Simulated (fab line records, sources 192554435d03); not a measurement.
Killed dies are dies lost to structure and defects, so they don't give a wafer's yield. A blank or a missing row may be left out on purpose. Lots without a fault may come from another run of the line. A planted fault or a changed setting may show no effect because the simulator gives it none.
fab line records | flow n5_finfet
record lots=24 wafers=72 last_day=18
route steps=1938 shown BEOL_M7@1327 BEOL_M8@1333 BEOL_M9@1419
lots that met no fault: from a run of the same line without faults
start_h: hours from the record's first day to the start of the lot's first wafer shown | wait_h: hours since the lot's step before | " the same as in the row above | L1.1+2: a row that stands for several wafers | - no value, or no start given | * or withheld: withheld | < > ~ a bound
route shown NAME@n: a module of which the file shows steps, and the number in the route of the first | usual: mean/standard deviation of fault-free wafers | same: alike in all rows | chamber/n: place in a boat | sites: the reading at each site | _std_site: their standard deviation | _edge_site: outer sites' mean less inner sites' | radius_mm: how far each site lies from the wafer's centre | mask NAME#n: copy n | behind: the tool/chamber that last shaped the wafer | hold: why the lot was held/for how many hours/how that ended | device: the transistor (n, p or np) that didn't switch | end of line: the same wafers' tests at the end of the route | a step without rows: its recipe alone | killed: dies lost to structure and defects at the first sort, not the wafer's yield | map: a wafer's dies, x killed, . not, _ none there
set.NAME: the setting as run; set.NAME@STEP: as run at that earlier step | model.NAME: the simulator's own value behind a step, which no gauge read
steps of the route over a sample of lots; a table a step, a row a wafer
services: from which hour (start_h, from the record's first day; less than 0 if before it) a tool's chamber was out of use, for how many hours, and why
## steps
# step N5_BEOL_M7_THK_MEAS_53
# recipe thk_meas_gauge=xrf reads=Cu_of_BEOL_M7_ECD_50
# usual M7_THK=80.8/1.6
# columns lot.wafer tool chamber start_h wait_h M7_THK[nm]
L074.1 film_metro-01 - 212.48 - 81.2
L074.2 " - " " 80.9
L074.3 " - " " 79.8
L075.1 film_metro-01 - 224.77 - 81.0
L075.5 " - " " 77.9
L075.6 " - " " 79.2
L077.1 film_metro-01 - 230.46 - 78.3
L077.5 " - " " 78.7
L077.6 " - " " 79.8
L076.1 film_metro-02 - 236.38 - 81.4
L076.3 " - " " 78.4
L076.4 " - " " 80.2
L078.3 film_metro-01 - 239.31 - 78.2
L078.4 " - " " 77.9
L078.6 " - " " 80.7
L080.1 film_metro-01 - 241.56 - 79.9
L080.3 " - " " 82.0
L080.5 " - " " 82.3
L079.2 film_metro-02 - 243.62 - 78.1
L079.3 " - " " 81.1
L079.4 " - " " 78.9
L081.1 film_metro-01 - 257.39 - 82.8
L081.4 " - " " 82.0
L081.6 " - " " 79.5
L083.2 film_metro-02 - 266.11 - 84.8
L083.5 " - " " 80.8
L083.6 " - " " 78.8
L082.1 film_metro-02 - 267.75 - 83.0
L082.4 " - " " 81.5
L082.5 " - " " 80.6
L084.1 film_metro-02 - 283.97 - 81.8
L084.4 " - " " 80.5
L084.5 " - " " 81.5
L085.1 film_metro-01 - 289.68 - 79.4
L085.4 " - " " 80.5
L085.6 " - " " 82.9
L086.1 film_metro-02 - 290.50 - 82.3
L086.4 " - " " 81.6
L086.5 " - " " 79.6
L087.3 film_metro-02 - 292.74 - 78.5
L087.4 " - " " 81.4
L087.6 " - " " 81.3
L089.1 film_metro-01 - 295.86 - 80.0
L089.2 " - " " 82.6
L089.4 " - " " 81.3
L088.1 film_metro-01 - 305.32 - 80.5
L088.2 " - " " 78.3
L088.6 " - " " 81.0
L090.1 film_metro-01 - 313.57 - 80.4
L090.2 " - " " 82.0
L090.3 " - " " 80.2
L091.1 film_metro-01 - 318.27 - 81.9
L091.4 " - " " 81.7
L091.6 " - " " 83.7
L092.1 film_metro-01 - 318.72 - 80.6
L092.2 " - " " 81.0
L092.3 " - " " 81.5
L094.1 film_metro-02 - 334.34 - 79.2
L094.4 " - " " 82.0
L094.6 " - " " 82.5
L095.2 film_metro-01 - 341.42 - 83.5
L095.3 " - " " 82.1
L095.6 " - " " 82.7
L093.3 film_metro-02 - 341.81 - 77.9
L093.4 " - " " 79.3
L093.6 " - " " 79.0
L096.1 film_metro-02 - 345.28 - 83.2
L096.2 " - " " 82.4
L096.5 " - " " 82.6
L097.1 film_metro-02 - 349.50 - 79.2
L097.4 " - " " 79.8
L097.6 " - " " 79.6
# step N5_BEOL_M8_CURE_74
# recipe temp_c=385 time_s=240 ambient=He/Ar material=SiCOH_lowk
# usual lamp_power_pct=52.31/0.058 wafer_temp_C_max=386.8/0.55
# columns lot.wafer tool chamber start_h wait_h lamp_power_pct wafer_temp_C_max
L074.1 uv_cure-03 2 212.73 0.0 52.33 386.5
L074.2 " 2 " " 52.29 386.9
L074.3 " 2 " " 52.33 386.8
L075.1 uv_cure-03 1 225.05 0.1 52.33 387.7
L075.5 " 1 " " 52.23 386.7
L075.6 " 1 " " 52.17 387.0
L077.1 uv_cure-03 1 230.78 0.0 52.40 388.0
L077.5 " 1 " " 52.30 387.8
L077.6 " 1 " " 52.39 387.9
L076.1 uv_cure-03 0 236.66 0.0 52.36 386.8
L076.3 " 0 " " 52.41 386.6
L076.4 " 0 " " 52.35 386.4
L078.3 uv_cure-03 0 239.73 0.2 52.30 386.4
L078.4 " 0 " " 52.31 386.9
L078.6 " 0 " " 52.29 386.8
L080.1 uv_cure-01 1 241.81 0.0 52.29 386.6
L080.3 " 1 " " 52.25 386.3
L080.5 " 1 " " 52.38 386.0
L079.2 uv_cure-02 1 243.96 0.1 52.29 386.7
L079.3 " 1 " " 52.38 387.2
L079.4 " 1 " " 52.32 387.4
L081.1 uv_cure-03 0 257.65 0.0 52.29 386.8
L081.4 " 0 " " 52.32 387.0
L081.6 " 0 " " 52.34 387.0
L083.2 uv_cure-01 0 266.45 0.1 52.36 386.9
L083.5 " 0 " " 52.32 386.6
L083.6 " 0 " " 52.28 386.6
L082.1 uv_cure-03 2 268.01 0.0 52.38 386.2
L082.4 " 2 " " 52.31 386.5
L082.5 " 2 " " 52.36 386.1
L084.1 uv_cure-03 0 284.61 0.4 52.30 387.2
L084.4 " 0 " " 52.38 386.7
L084.5 " 0 " " 52.35 386.6
L085.1 uv_cure-03 1 291.78 1.9 52.28 387.4
L085.4 " 1 " " 52.16 387.9
L085.6 " 1 " " 52.28 387.2
L086.1 uv_cure-03 0 292.26 1.5 52.22 387.3
L086.4 " 0 " " 52.31 386.7
L086.5 " 0 " " 52.30 386.7
L087.3 uv_cure-03 0 293.86 0.9 52.28 387.1
L087.4 " 0 " " 52.14 386.9
L087.6 " 0 " " 52.45 387.5
L089.1 uv_cure-01 1 296.12 0.0 52.32 386.2
L089.2 " 1 " " 52.40 386.2
L089.4 " 1 " " 52.36 386.1
L088.1 uv_cure-03 2 305.58 0.0 52.31 386.3
L088.2 " 2 " " 52.27 386.2
L088.6 " 2 " " 52.22 386.3
L090.1 uv_cure-01 0 314.05 0.3 52.33 386.6
L090.2 " 0 " " 52.28 386.8
L090.3 " 0 " " 52.30 386.3
L091.1 uv_cure-02 1 318.53 0.0 52.26 386.9
L091.4 " 1 " " 52.30 386.9
L091.6 " 1 " " 52.24 388.1
L092.1 uv_cure-03 2 318.98 0.0 52.34 387.0
L092.2 " 2 " " 52.26 386.4
L092.3 " 2 " " 52.20 386.5
L094.1 uv_cure-03 1 334.62 0.1 52.34 387.7
L094.4 " 1 " " 52.40 387.9
L094.6 " 1 " " 52.33 387.4
L095.2 uv_cure-01 0 341.78 0.1 52.31 386.9
L095.3 " 0 " " 52.33 386.8
L095.6 " 0 " " 52.24 387.6
L093.3 uv_cure-01 1 342.34 0.3 52.34 386.6
L093.4 " 1 " " 52.26 386.5
L093.6 " 1 " " 52.29 386.5
L096.1 uv_cure-03 2 345.55 0.0 52.25 387.3
L096.2 " 2 " " 52.25 386.7
L096.5 " 2 " " 52.34 385.9
L097.1 uv_cure-03 1 349.76 0.0 52.29 387.2
L097.4 " 1 " " 52.39 386.5
L097.6 " 1 " " 52.35 387.6
# step N5_BEOL_M8_OVL_MEAS_12
# recipe points_per_wafer=44
# usual M8_OVL=-0.7/0.77
# columns lot.wafer tool chamber start_h wait_h M8_OVL[nm]
L074.1 overlay-02 0 215.18 0.0 -1.5
L074.2 " 0 " " -0.5
L074.3 " 0 " " -0.8
L075.1 overlay-02 0 226.42 0.0 -0.6
L075.5 " 0 " " -0.7
L075.6 " 0 " " 0.5
L077.1 overlay-02 0 232.18 0.0 0.3
L077.5 " 0 " " -0.6
L077.6 " 0 " " -0.6
L076.1 overlay-01 0 239.76 0.0 -0.8
L076.3 " 0 " " -1.9
L076.4 " 0 " " -0.7
L078.3 overlay-01 0 240.58 0.0 -1.7
L078.4 " 0 " " -2.4
L078.6 " 0 " " -1.3
L080.1 overlay-01 0 243.06 0.0 -0.3
L080.3 " 0 " " -1.1
L080.5 " 0 " " -0.7
L079.2 overlay-02 0 247.21 0.0 -1.4
L079.3 " 0 " " -0.3
L079.4 " 0 " " -0.8
L081.1 overlay-02 0 260.19 0.0 -0.5
L081.4 " 0 " " 0.0
L081.6 " 0 " " 0.0
L083.2 overlay-02 0 268.21 0.0 -0.8
L083.5 " 0 " " -1.5
L083.6 " 0 " " -0.9
L082.1 overlay-01 0 271.14 0.0 -0.3
L082.4 " 0 " " -1.5
L082.5 " 0 " " -0.9
L084.1 overlay-02 0 287.09 0.0 -1.0
L084.4 " 0 " " -1.0
L084.5 " 0 " " -0.9
L085.1 overlay-01 0 294.00 0.0 0.2
L085.4 " 0 " " -0.8
L085.6 " 0 " " -0.5
L086.1 overlay-01 0 294.46 0.0 0.1
L086.4 " 0 " " 0.5
L086.5 " 0 " " 0.1
L087.3 overlay-02 0 295.27 0.0 -0.8
L087.4 " 0 " " -0.3
L087.6 " 0 " " -0.3
L089.1 overlay-02 0 298.14 0.0 -2.0
L089.2 " 0 " " -1.2
L089.4 " 0 " " -1.6
L088.1 overlay-01 0 307.43 0.0 -1.1
L088.2 " 0 " " -0.1
L088.6 " 0 " " 0.3
L090.1 overlay-01 0 316.60 0.0 -1.5
L090.2 " 0 " " 0.3
L090.3 " 0 " " -2.5
L091.1 overlay-02 0 322.63 0.0 0.0
L091.4 " 0 " " 0.2
L091.6 " 0 " " 1.1
L092.1 overlay-02 0 322.80 0.0 0.0
L092.2 " 0 " " -0.7
L092.3 " 0 " " 0.5
L094.1 overlay-01 0 336.41 0.1 -0.6
L094.4 " 0 " " -1.6
L094.6 " 0 " " -1.6
L095.2 overlay-02 0 344.05 0.0 -1.3
L095.3 " 0 " " -0.8
L095.6 " 0 " " -1.3
L093.3 overlay-01 0 344.25 0.0 -0.6
L093.4 " 0 " " 0.6
L093.6 " 0 " " 0.1
L096.1 overlay-01 0 348.01 0.0 -1.4
L096.2 " 0 " " -0.7
L096.5 " 0 " " -1.8
L097.1 overlay-01 0 352.22 0.0 0.2
L097.4 " 0 " " 0.0
L097.6 " 0 " " 0.7
# step N5_BEOL_M9_ETCH_62
# recipe chemistry=N2/H2 target=SOC target_depth_a=1100 overetch_a=220 mask_material=SiARC temp_c=40 time_s=165 ion_energy_ev=200 pressure_mtorr=30 source_w=840 bias_w=150 n2_flow_sccm=200 h2_flow_sccm=200
# usual drypump_motor_current_A=5.7/0.32 h2_flow_sccm=200.0/0.61 oes_product_au=0.66/0.063 rf_vpp_V=523/3.4 showerhead_plenum_p_Torr=2.52/0.11 throttle_valve_pct=17.88/0.29
# columns lot.wafer tool chamber start_h wait_h drypump_motor_current_A h2_flow_sccm oes_product_au rf_hours_counter_h rf_vpp_V showerhead_plenum_p_Torr throttle_valve_pct
L074.1 rie_diel-02 2 224.43 0.0 5.5 200.3 0.65 122 521 2.45 17.66
L074.2 " 3 " " 5.4 199.6 0.63 172 525 2.53 17.96
L074.3 " 1 " " 6.3 200.4 0.66 113 528 2.68 18.18
L075.1 rie_diel-02 3 236.27 0.1 5.5 200.3 0.63 178 524 2.53 17.99
L075.5 " 2 " " 5.5 199.4 0.65 - 520 2.45 17.66
L075.6 " 3 " " 5.5 199.8 0.64 - 524 2.53 17.97
L077.1 rie_diel-06 0 240.31 0.0 5.7 199.9 0.67 122 528 2.67 17.98
L077.5 " 0 " " 5.7 200.7 0.68 - 529 2.67 17.98
L077.6 " 1 " " 5.9 200.0 0.64 - 519 2.34 18.21
L076.1 rie_diel-06 3 247.41 0.0 5.3 200.4 0.78 20 526 2.70 17.36
L076.3 " 2 " " 5.9 199.9 0.60 184 521 2.43 18.24
L076.4 " 0 " " 5.8 200.6 0.67 125 527 2.67 18.00
L078.3 rie_diel-05 3 250.51 0.0 5.6 200.0 0.75 35 523 2.49 17.78
L078.4 " 2 " " 6.1 200.3 0.59 224 525 2.62 17.56
L078.6 " 3 " " 5.6 199.9 0.75 - 523 2.49 17.76
L080.1 rie_diel-05 2 254.03 0.0 6.0 201.5 0.59 226 527 2.62 17.59
L080.3 " 3 " " 5.6 200.1 0.75 36 521 2.49 17.78
L080.5 " 0 " " 6.2 199.9 0.60 - 523 2.53 17.87
L079.2 rie_diel-05 3 257.70 0.0 5.5 199.3 0.76 38 522 2.49 17.78
L079.3 " 1 " " 5.2 199.0 0.72 46 522 2.48 17.76
L079.4 " 2 " " 6.0 200.3 0.60 - 525 2.62 17.58
L081.1 rie_diel-02 1 266.83 0.0 6.3 200.8 0.65 125 527 2.67 18.22
L081.4 " 2 " " 5.5 201.2 0.64 139 522 2.44 17.68
L081.6 " 3 " " 5.5 199.1 0.62 - 525 2.52 17.98
L083.2 rie_diel-05 1 278.16 0.0 5.2 200.3 0.71 52 522 2.48 17.76
L083.5 " 2 " " 6.0 200.5 0.59 - 526 2.61 17.59
L083.6 " 3 " " 5.6 200.3 0.75 - 523 2.49 17.79
L082.1 rie_diel-02 0 280.66 0.0 5.4 200.7 0.78 9 525 2.59 17.46
L082.4 " 2 " " 5.5 200.1 0.63 144 521 2.44 17.68
L082.5 " 0 " " 5.4 200.6 0.79 - 527 2.59 17.44
L084.1 rie_diel-02 2 294.57 0.0 5.5 199.7 0.64 149 522 2.44 17.69
L084.4 " 3 " " 5.5 199.5 0.62 197 522 2.52 18.00
L084.5 " 2 " " 5.5 199.6 0.63 - 521 2.44 17.70
L085.1 rie_diel-06 0 303.31 0.0 5.7 199.6 0.66 142 526 2.66 18.02
L085.4 " 3 " " 5.3 200.8 0.75 37 529 2.69 17.36
L085.6 " 3 " " 5.3 199.5 0.76 - 528 2.69 17.40
L086.1 rie_diel-02 0 303.48 0.0 5.4 199.2 0.77 16 526 2.59 17.47
L086.4 " 1 " " 6.4 200.5 0.64 137 526 2.67 18.23
L086.5 " 3 " " 5.5 199.7 0.62 - 523 2.52 18.02
L087.3 rie_diel-06 1 307.35 0.0 6.0 201.4 0.62 173 516 2.33 18.25
L087.4 " 0 " " 5.7 199.8 0.66 143 525 2.66 18.02
L087.6 " 0 " " 5.7 201.1 0.66 - 526 2.66 18.02
L089.1 rie_diel-06 3 307.79 0.0 5.3 201.0 0.76 39 528 2.69 17.38
L089.2 " 0 " " 5.8 200.1 0.66 143 526 2.66 18.00
L089.4 " 1 " " 6.0 200.1 0.61 173 519 2.33 18.23
L088.1 rie_diel-06 3 316.66 0.0 5.3 200.5 0.75 41 528 2.69 17.38
L088.2 " 2 " " 5.9 200.3 0.60 205 519 2.42 18.27
L088.6 " 3 " " 5.3 201.0 0.75 - 528 2.69 17.39
L090.1 rie_diel-06 3 327.46 0.0 5.3 200.0 0.74 45 528 2.69 17.37
L090.2 " 0 " " 5.7 199.3 0.66 150 527 2.66 18.03
L090.3 " 1 " " 6.0 199.8 0.62 179 518 2.33 18.24
L092.1 rie_diel-05 0 331.40 0.0 6.2 200.5 0.59 202 522 2.52 17.92
L092.2 " 3 " " 5.6 199.4 0.73 61 521 2.48 17.81
L092.3 " 1 " " 5.2 198.3 0.69 68 522 2.47 17.78
L091.1 rie_diel-06 0 331.97 0.0 5.7 199.8 0.65 151 526 2.66 18.05
L091.4 " 3 " " 5.3 199.8 0.75 46 527 2.69 17.40
L091.6 " 1 " " 5.9 199.6 0.61 - 516 2.33 18.26
L094.1 rie_diel-06 2 343.97 0.0 5.9 199.5 0.59 211 520 2.42 18.28
L094.4 " 1 " " 5.9 199.5 0.61 184 518 2.33 18.27
L094.6 " 1 " " 5.9 199.7 0.61 - 517 2.33 18.26
L095.2 rie_diel-02 3 352.60 0.0 5.5 200.2 0.60 215 522 2.51 18.02
L095.3 " 2 " " 5.5 200.0 0.62 166 520 2.43 17.72
L095.6 " 0 " " 5.4 200.2 0.74 - 526 2.58 17.50
L093.3 rie_diel-05 0 354.62 0.0 6.2 200.2 0.58 213 523 2.51 17.91
L093.4 " 1 " " 5.2 199.9 0.68 - 522 2.47 17.81
L093.6 " 3 " " 5.6 200.9 0.71 - 521 2.47 17.84
L096.1 rie_diel-05 0 357.75 0.1 6.1 198.8 0.59 214 523 2.51 17.92
L096.2 " 1 " " 5.2 200.3 0.67 79 522 2.46 17.80
L096.5 " 1 " " 5.2 200.3 0.68 - 522 2.46 17.81
L097.1 rie_diel-06 2 358.88 0.0 5.9 199.7 0.58 216 518 2.41 18.29
L097.4 " 3 " " 5.3 199.9 0.73 55 528 2.68 17.41
L097.6 " 1 " " 5.9 200.2 0.61 - 517 2.33 18.27
# step N5_BEOL_M9_DESCUM_33
# recipe chemistry=O2 time_s=7 source_power_w=50 bias_power_w=20 pressure_mtorr=20 rf_frequency_hz=2.712e+07 temp_c=40 resist=CAR-EUV o2_flow_sccm=225
# usual drypump_motor_current_A=5.7/0.34 oes_product_au=0.78/0.083 rf_vpp_V=242.9/1.7 showerhead_plenum_p_Torr=2.08/0.086 throttle_valve_pct=20.45/0.28
# columns lot.wafer tool chamber start_h wait_h drypump_motor_current_A oes_product_au rf_hours_counter_h rf_vpp_V showerhead_plenum_p_Torr throttle_valve_pct
L074.1 rie_diel-06 3 225.48 0.2 5.3 0.96 13 245.1 2.23 19.99
L074.2 " 1 " " 5.9 0.75 148 240.4 1.94 20.94
L074.3 " 2 " " 5.9 0.72 177 241.7 2.00 20.81
L075.1 rie_diel-06 3 238.37 0.0 5.3 0.95 17 246.8 2.23 20.02
L075.5 " 3 " " 5.3 0.94 - 245.8 2.23 19.99
L075.6 " 2 " " 5.9 0.71 - 242.1 2.00 20.81
L077.1 rie_diel-05 3 241.80 0.1 5.6 0.91 32 241.0 2.04 20.24
L077.5 " 1 " " 5.2 0.86 - 243.0 2.04 20.36
L077.6 " 0 " " 6.1 0.73 - 244.9 2.08 20.38
L076.1 rie_diel-05 3 249.25 0.0 5.6 0.90 34 242.1 2.04 20.25
L076.3 " 1 " " 5.2 0.86 43 242.3 2.04 20.35
L076.4 " 2 " " 6.0 0.69 224 243.5 2.15 20.26
L078.3 rie_diel-02 3 252.87 0.1 5.5 0.73 185 242.3 2.08 20.56
L078.4 " 0 " " 5.4 0.99 0 243.7 2.14 20.06
L078.6 " 0 " " 5.4 0.99 - 244.7 2.14 20.07
L080.1 rie_diel-05 2 255.66 0.0 6.0 0.69 226 243.9 2.15 20.27
L080.3 " 3 " " 5.5 0.90 37 242.0 2.04 20.26
L080.5 " 3 " " 5.5 0.90 - 243.1 2.04 20.26
L079.2 rie_diel-05 2 260.07 0.3 6.0 0.70 228 243.7 2.15 20.27
L079.3 " 3 " " 5.6 0.90 39 241.5 2.04 20.25
L079.4 " 3 " " 5.6 0.89 - 242.1 2.04 20.25
L081.1 rie_diel-06 2 270.97 0.3 5.9 0.70 191 240.1 2.00 20.81
L081.4 " 0 " " 5.7 0.78 131 244.2 2.18 20.47
L081.6 " 1 " " 5.9 0.73 - 241.4 1.93 20.96
L083.2 rie_diel-05 3 279.19 0.0 5.5 0.87 45 241.3 2.04 20.26
L083.5 " 2 " " 6.0 0.69 - 244.0 2.15 20.29
L083.6 " 1 " " 5.2 0.84 - 243.0 2.03 20.37
L082.1 rie_diel-05 2 281.74 0.0 6.0 0.69 234 242.8 2.15 20.27
L082.4 " 3 " " 5.6 0.88 46 240.6 2.04 20.26
L082.5 " 1 " " 5.2 0.85 - 242.8 2.03 20.37
L084.1 rie_diel-05 3 296.46 0.0 5.6 0.87 50 241.7 2.04 20.27
L084.4 " 3 " " 5.6 0.88 - 240.4 2.04 20.26
L084.5 " 2 " " 6.0 0.69 - 243.5 2.15 20.28
L085.1 rie_diel-06 3 304.25 0.0 5.3 0.90 38 244.9 2.22 20.03
L085.4 " 1 " " 5.9 0.73 172 240.7 1.93 21.00
L085.6 " 0 " " 5.7 0.78 - 244.0 2.18 20.50
L086.1 rie_diel-06 1 305.77 0.0 5.9 0.73 172 239.9 1.93 20.98
L086.4 " 0 " " 5.7 0.77 143 245.4 2.18 20.50
L086.5 " 1 " " 5.9 0.73 - 240.5 1.93 20.98
L087.3 rie_diel-06 0 308.14 0.0 5.7 0.77 143 245.8 2.18 20.51
L087.4 " 2 " " 5.9 0.70 202 241.2 1.99 20.83
L087.6 " 3 " " 5.3 0.90 - 245.4 2.22 20.03
L089.1 rie_diel-05 0 310.44 0.0 6.2 0.70 196 243.4 2.07 20.41
L089.2 " 3 " " 5.6 0.86 55 242.4 2.03 20.27
L089.4 " 2 " " 6.1 0.68 243 244.1 2.15 20.27
L088.1 rie_diel-02 1 321.00 0.0 6.4 0.76 140 243.5 2.19 20.87
L088.2 " 2 " " 5.5 0.74 155 241.8 2.01 20.39
L088.6 " 1 " " 6.3 0.76 - 243.8 2.19 20.85
L090.1 rie_diel-05 2 328.78 0.3 6.0 0.68 248 244.0 2.15 20.29
L090.2 " 0 " " 6.1 0.71 202 241.9 2.07 20.41
L090.3 " 1 " " 5.2 0.82 67 241.7 2.03 20.40
L092.1 rie_diel-05 2 334.45 0.0 6.0 0.69 250 244.7 2.14 20.29
L092.2 " 0 " " 6.2 0.70 203 244.1 2.07 20.41
L092.3 " 3 " " 5.6 0.86 62 243.4 2.03 20.30
L091.1 rie_diel-02 0 334.88 0.0 5.4 0.90 24 242.5 2.13 20.09
L091.4 " 2 " " 5.5 0.74 159 241.3 2.01 20.39
L091.6 " 0 " " 5.4 0.90 - 244.2 2.13 20.10
L094.1 rie_diel-06 2 346.59 0.0 5.8 0.69 212 240.9 1.99 20.85
L094.4 " 3 " " 5.3 0.89 51 245.1 2.21 20.05
L094.6 " 3 " " 5.3 0.88 - 243.9 2.21 20.06
L095.2 rie_diel-06 0 353.58 0.0 5.7 0.77 158 246.7 2.17 20.52
L095.3 " 1 " " 5.9 0.72 188 240.5 1.93 21.00
L095.6 " 1 " " 5.9 0.72 - 240.9 1.93 21.01
L093.3 rie_diel-05 0 355.96 0.0 6.1 0.69 213 243.1 2.06 20.44
L093.4 " 0 " " 6.2 0.69 - 242.3 2.07 20.41
L093.6 " 1 " " 5.2 0.80 - 242.4 2.03 20.40
L096.1 rie_diel-06 0 359.44 0.0 5.7 0.77 160 246.0 2.17 20.51
L096.2 " 3 " " 5.3 0.88 55 244.6 2.21 20.05
L096.5 " 1 " " 5.9 0.72 - 240.0 1.92 21.02
L097.1 rie_diel-02 0 360.76 0.0 5.4 0.88 34 243.7 2.13 20.10
L097.4 " 0 " " 5.4 0.87 - 243.1 2.13 20.10
L097.6 " 3 " " 5.5 0.71 - 242.0 2.07 20.62
# step N5_BEOL_M9_ETCH_66
# recipe chemistry=N2/H2 target=SOC target_depth_a=800 overetch_a=160 mask_material=SiARC temp_c=40 time_s=120 ion_energy_ev=200 pressure_mtorr=30 source_w=840 bias_w=150 n2_flow_sccm=200 h2_flow_sccm=200
# usual drypump_motor_current_A=5.7/0.34 h2_flow_sccm=200.1/0.56 oes_product_au=0.60/0.06 rf_vpp_V=524/3.1 showerhead_plenum_p_Torr=2.53/0.11 throttle_valve_pct=17.84/0.28
# columns lot.wafer tool chamber start_h wait_h drypump_motor_current_A h2_flow_sccm oes_product_au rf_hours_counter_h rf_vpp_V showerhead_plenum_p_Torr throttle_valve_pct
L074.1 rie_diel-06 3 225.56 0.0 5.3 199.8 0.72 13 530 2.70 17.31
L074.2 " 1 " " 5.9 198.9 0.57 148 519 2.34 18.19
L074.3 " 2 " " 5.9 199.8 0.55 177 520 2.43 18.22
L075.1 rie_diel-06 3 238.45 0.0 5.3 200.7 0.72 17 530 2.70 17.31
L075.5 " 3 " " 5.3 201.1 0.71 - 529 2.70 17.33
L075.6 " 2 " " 5.8 200.1 0.55 - 520 2.43 18.22
L077.1 rie_diel-05 3 241.88 0.0 5.5 200.8 0.69 32 522 2.49 17.75
L077.5 " 1 " " 5.2 200.2 0.65 - 522 2.48 17.73
L077.6 " 0 " " 6.2 199.1 0.55 - 522 2.53 17.85
L076.1 rie_diel-05 3 249.33 0.0 5.6 200.9 0.68 35 522 2.49 17.75
L076.3 " 1 " " 5.2 199.4 0.65 43 522 2.48 17.74
L076.4 " 2 " " 6.0 200.1 0.54 224 525 2.62 17.59
L078.3 rie_diel-02 3 252.95 0.0 5.4 199.9 0.56 185 523 2.53 17.96
L078.4 " 0 " " 5.4 200.0 0.75 0 527 2.60 17.43
L078.6 " 0 " " 5.4 200.1 0.76 - 524 2.60 17.42
L080.1 rie_diel-05 2 255.74 0.0 6.0 199.4 0.54 226 526 2.62 17.56
L080.3 " 3 " " 5.6 200.7 0.68 37 522 2.49 17.77
L080.5 " 3 " " 5.6 200.0 0.68 - 523 2.49 17.76
L079.2 rie_diel-05 2 260.15 0.0 6.0 200.7 0.54 228 526 2.62 17.57
L079.3 " 3 " " 5.5 200.4 0.68 39 523 2.49 17.76
L079.4 " 3 " " 5.6 200.8 0.68 - 522 2.49 17.78
L081.1 rie_diel-06 2 271.05 0.0 5.9 199.9 0.55 191 519 2.42 18.23
L081.4 " 0 " " 5.7 199.9 0.61 131 527 2.67 17.98
L081.6 " 1 " " 5.9 199.3 0.56 - 518 2.34 18.22
L083.2 rie_diel-05 3 279.27 0.0 5.5 200.0 0.67 45 521 2.49 17.77
L083.5 " 2 " " 6.1 199.8 0.53 - 527 2.61 17.59
L083.6 " 1 " " 5.2 200.2 0.64 - 522 2.48 17.74
L082.1 rie_diel-05 2 281.82 0.0 6.0 201.2 0.53 234 527 2.61 17.59
L082.4 " 3 " " 5.6 200.3 0.66 46 521 2.49 17.77
L082.5 " 1 " " 5.2 199.4 0.64 - 524 2.48 17.76
L084.1 rie_diel-05 3 296.54 0.0 5.6 200.1 0.65 50 523 2.48 17.79
L084.4 " 3 " " 5.6 199.9 0.66 - 521 2.48 17.79
L084.5 " 2 " " 6.1 199.6 0.53 - 525 2.61 17.61
L085.1 rie_diel-06 3 304.33 0.0 5.3 200.5 0.68 38 528 2.69 17.37
L085.4 " 1 " " 5.9 199.8 0.56 172 518 2.33 18.24
L085.6 " 0 " " 5.7 200.4 0.60 - 527 2.66 18.00
L086.1 rie_diel-06 1 305.85 0.0 5.9 200.2 0.56 172 518 2.33 18.23
L086.4 " 0 " " 5.7 200.1 0.60 143 527 2.66 17.99
L086.5 " 1 " " 5.9 199.6 0.56 - 518 2.33 18.22
L087.3 rie_diel-06 0 308.22 0.0 5.7 199.2 0.60 143 527 2.66 18.01
L087.4 " 2 " " 5.9 200.7 0.54 202 520 2.42 18.25
L087.6 " 3 " " 5.3 200.6 0.68 - 528 2.69 17.38
L089.1 rie_diel-05 0 310.52 0.0 6.2 200.6 0.54 196 523 2.52 17.89
L089.2 " 3 " " 5.6 199.7 0.66 55 522 2.48 17.80
L089.4 " 2 " " 6.0 199.4 0.52 243 525 2.61 17.61
L088.1 rie_diel-02 1 321.08 0.0 6.3 200.5 0.58 141 526 2.66 18.22
L088.2 " 2 " " 5.5 199.2 0.56 155 521 2.44 17.71
L088.6 " 1 " " 6.4 200.0 0.58 - 526 2.66 18.21
L090.1 rie_diel-05 2 328.86 0.0 6.1 199.4 0.53 248 526 2.61 17.60
L090.2 " 0 " " 6.1 200.1 0.53 202 524 2.52 17.91
L090.3 " 1 " " 5.2 200.0 0.63 67 523 2.47 17.78
L092.1 rie_diel-05 2 334.53 0.0 6.1 199.9 0.53 250 524 2.61 17.63
L092.2 " 0 " " 6.1 199.3 0.53 203 524 2.52 17.91
L092.3 " 3 " " 5.6 200.0 0.66 62 523 2.48 17.79
L091.1 rie_diel-02 0 334.96 0.0 5.4 199.9 0.69 24 525 2.59 17.48
L091.4 " 2 " " 5.5 200.2 0.57 159 521 2.43 17.69
L091.6 " 0 " " 5.4 200.5 0.69 - 525 2.59 17.47
L094.1 rie_diel-06 2 346.67 0.0 5.9 200.0 0.53 212 522 2.42 18.26
L094.4 " 3 " " 5.3 199.7 0.67 51 528 2.68 17.39
L094.6 " 3 " " 5.3 199.6 0.67 - 528 2.68 17.38
L095.2 rie_diel-06 0 353.66 0.0 5.7 199.3 0.59 158 527 2.65 18.04
L095.3 " 1 " " 5.9 200.2 0.55 188 518 2.33 18.27
L095.6 " 1 " " 6.0 200.4 0.55 - 518 2.33 18.26
L093.3 rie_diel-05 0 356.04 0.0 6.2 200.3 0.53 213 523 2.51 17.92
L093.4 " 0 " " 6.2 201.0 0.53 - 522 2.51 17.93
L093.6 " 1 " " 5.2 199.7 0.62 - 522 2.46 17.80
L096.1 rie_diel-06 0 359.52 0.0 5.8 200.1 0.59 160 529 2.65 18.04
L096.2 " 3 " " 5.3 199.4 0.67 55 527 2.68 17.39
L096.5 " 1 " " 5.9 201.0 0.54 - 518 2.33 18.27
L097.1 rie_diel-02 0 360.84 0.0 5.4 200.3 0.68 34 525 2.58 17.47
L097.4 " 0 " " 5.4 199.4 0.67 - 524 2.58 17.48
L097.6 " 3 " " 5.5 200.8 0.55 - 523 2.51 18.02
## services
# columns tool chamber start_h hours kind
rie_diel-02 - 211.42 0.1 repair
rie_diel-02 0 219.73 - clean
rie_diel-02 0 219.73 - consumable_replace:focus_ring
uv_cure-02 - 226.67 3.9 repair
rie_diel-02 1 234.79 10.1 repair
uv_cure-02 - 260.12 44.8 repair
uv_cure-01 - 273.69 22.2 pm
rie_diel-05 0 290.58 14.1 repair
rie_diel-06 2 323.89 4.5 repair
uv_cure-01 - 328.31 0.6 repair
rie_diel-05 2 335.81 - clean
rie_diel-05 2 335.81 - consumable_replace:focus_ring
rie_diel-05 2 335.81 25.0 scheduled_down
rie_diel-05 2 335.81 25.0 vent_cycle
rie_diel-02 1 351.37 14.6 repair
rie_diel-05 3 356.99 15.0 repair
## key
fault none
